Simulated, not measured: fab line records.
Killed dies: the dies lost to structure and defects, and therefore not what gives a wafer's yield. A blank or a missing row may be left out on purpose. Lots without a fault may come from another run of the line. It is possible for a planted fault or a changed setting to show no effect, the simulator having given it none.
A lot that was struck, set against a sound lot -- flow nandHarc -- 38 steps out of a route of 1302
Sound: the wafers L883.1, L883.2, L883.6. The struck wafers were L899.1, L899.3, L899.5. Last of all comes the cause.
Each step with rows lists, per side, the tool, then ch with its chambers, then its first start. Under that, the readings that differ: sound wafers -- struck wafers -- difference of the means -- sigmas: that difference in standard deviations of wafers without a fault.
alike: words and numbers the same on both sides, and readings whose means are apart by under 2 such deviations; not compared: readings that were withheld, readings missing a value for some wafer, numbers with overlapping values and no deviation given by the record, and bounds like >300 which may hide the same value.
The two part at a step that has a row with sigmas, a row that says differs or no value, or rows on one side only. When numbers do not overlap yet have no deviation, they are printed without sigmas and do not part them. A reading missing from all wafers of one side parts the sides only when that side holds two or more wafers.

first, 2 steps without rows for these wafers: NHARC_A_SOURCE_PLATE_SRD_01; NHARC_A_SOURCE_PLATE_OXIDE_02 (material SiO2, target thk 10 nm, ox time 1362 s).
NHARC_A_SOURCE_PLATE_THK_MEAS_09: measures by ellipsometry.
  sound on filmMetro-01 at day 7 10:46; struck on filmMetro-01 at day 14 01:17
  alike: thkNm
then, 3 steps without rows for these wafers: NHARC_A_SOURCE_PLATE_PVD_04 (deposits WSi2, target thk 50 nm); NHARC_A_SOURCE_PLATE_CVD_03 (deposits poly-Si, target thk 200 nm, time 4000 s); NHARC_A_SOURCE_PLATE_ANNEAL_05 (time 1800 s).
NHARC_A_SOURCE_PLATE_THK_MEAS_06: measures by ellipsometry.
  sound on filmMetro-02 at day 7 23:39; struck on filmMetro-01 at day 14 14:22
  alike: thkNm
NHARC_A_SOURCE_PLATE_INSPECT_08:
  sound on defectInspect-01 at day 7 23:43; struck on defectInspect-01 at day 14 14:26
  alike: rawDefectCount
next comes 1 step that has no rows for these wafers: NHARC_A_ONON_D1_DEP_00 (target thickness 1000 nm).
NHARC_A_ONON_D1_THK_MEAS_02: measures by ellipsometry.
  sound on filmMetro-01 at day 8 00:17; struck on filmMetro-02 at day 14 15:00
  alike: thkNm
NHARC_A_ONON_D1_DEP_03: target thk 1000 nm.
  sound on pecvdOnon-04 ch 0, day 8 00:21; struck on pecvdOnon-03 ch 0, day 14 15:04
  alike: sih4FlowSccm
NHARC_A_ONON_D1_THK_MEAS_05: measures by ellipsometry.
  sound on filmMetro-02 at day 8 00:52; struck on filmMetro-01 at day 14 15:34
reading,sound,struck,difference,sigmas
thkNm (nm),1001 1001 1000,1020 1020 1018,+19,+2
next comes 1 step that has no rows for these wafers: NHARC_A_ONON_D1_DEP_06 (target thickness 1000 nm).
NHARC_A_ONON_D1_THK_MEAS_08: measures by ellipsometry.
  sound on filmMetro-01 at day 8 01:26; struck on filmMetro-01 at day 14 16:08
  alike: thkNm
next comes 1 step that has no rows for these wafers: NHARC_A_ONON_D1_DEP_09 (target thickness 1000 nm).
NHARC_A_ONON_D1_THK_MEAS_11: measures by ellipsometry.
  sound on filmMetro-02 at day 8 02:00; struck on filmMetro-01 at day 14 16:41
  alike: thkNm
next comes 1 step that has no rows for these wafers: NHARC_A_ONON_D1_DEP_12 (target thickness 1000 nm).
NHARC_A_ONON_D1_THK_MEAS_14: measures by ellipsometry.
  sound on filmMetro-01 at day 8 02:34; struck on filmMetro-02 at day 14 17:16
  alike: thkNm
then, 2 steps without rows for these wafers: NHARC_A_ONON_D1_ANNEAL_15 (time 3600 s); NHARC_A_ONON_D1_DEP_16 (target thk 1000 nm).
NHARC_A_ONON_D1_THK_MEAS_18: measures by ellipsometry.
  sound on filmMetro-02 at day 8 10:40; struck on filmMetro-01 at day 15 00:50
reading,sound,struck,difference,sigmas
thkNm (nm),1025 1024 1023,1005 1004 1002,-20,-2
next comes 1 step that has no rows for these wafers: NHARC_A_ONON_D1_DEP_19 (target thickness 1000 nm).
NHARC_A_ONON_D1_THK_MEAS_21: measures by ellipsometry.
  sound on filmMetro-01 at day 8 11:14; struck on filmMetro-01 at day 15 01:24
reading,sound,struck,difference,sigmas
thkNm (nm),973 975 973,998 996 997,+23,+2
next comes 1 step that has no rows for these wafers: NHARC_A_ONON_D1_DEP_22 (target thickness 1000 nm).
NHARC_A_ONON_D1_THK_MEAS_24: measures by ellipsometry.
  sound on filmMetro-01 at day 8 11:49; struck on filmMetro-01 at day 15 01:58
  alike: thkNm
next comes 1 step that has no rows for these wafers: NHARC_A_ONON_D1_DEP_25 (target thickness 1000 nm).
NHARC_A_ONON_D1_THK_MEAS_27: measures by ellipsometry.
  sound on filmMetro-02 at day 8 12:23; struck on filmMetro-01 at day 15 02:32
  alike: thkNm
next comes 1 step that has no rows for these wafers: NHARC_A_ONON_D1_DEP_28 (target thickness 1000 nm).
NHARC_A_ONON_D1_THK_MEAS_30: measures by ellipsometry.
  sound on filmMetro-02 at day 8 12:57; struck on filmMetro-02 at day 15 03:06
  alike: thkNm
NHARC_A_ONON_D1_DEP_33: deposits SiO2, target thk 200 nm.
  sound on pecvd-02 ch 0,2, day 8 13:01; struck on pecvd-01 ch 0,1,2, day 15 03:10
  alike: heaterPowerW, throttleValvePct
NHARC_A_ONON_D1_THK_MEAS_34: measures by ellipsometry.
  sound on filmMetro-01 at day 8 13:25; struck on filmMetro-02 at day 15 03:34
  alike: thkNm
NHARC_A_CHANNEL_HOLE_D1_DEP_00: deposits aC, target thk 3100 nm.
  sound on aclDep-01 ch 0, day 8 14:36; struck on aclDep-01 ch 0, day 15 05:13
  alike: throttleValvePct
NHARC_A_CHANNEL_HOLE_D1_DEP_01: deposits SiON, target thk 140 nm.
  sound on pecvd-02 ch 1,2, day 8 16:35; struck on pecvd-02 ch 1,2, day 15 07:07
  alike: heaterPowerW
then, 4 steps without rows for these wafers: NHARC_A_CHANNEL_HOLE_D1_DEHYDRATE_02 (time 120 s); NHARC_A_CHANNEL_HOLE_D1_HMDS_03 (time 30 s); NHARC_A_CHANNEL_HOLE_D1_COAT_36 (time 75 s); NHARC_A_CHANNEL_HOLE_D1_COAT_37 (time 65 s).
-- jump in the record: it breaks off in module A_CHANNEL_HOLE_D1 and resumes in module END (first step shown: number 1302 of the route), and 16 days separate the struck wafers' starts before and after --
NHARC_END_SORT_01:
  the record has rows for the struck wafers here (prober-02 ch 0, day 31 14:13) and none for the sound ones

== WHERE THEY PART ==
Earliest at NHARC_A_ONON_D1_THK_MEAS_05; latest, in this record, at NHARC_END_SORT_01.

WHY: whatever the simulator had introduced
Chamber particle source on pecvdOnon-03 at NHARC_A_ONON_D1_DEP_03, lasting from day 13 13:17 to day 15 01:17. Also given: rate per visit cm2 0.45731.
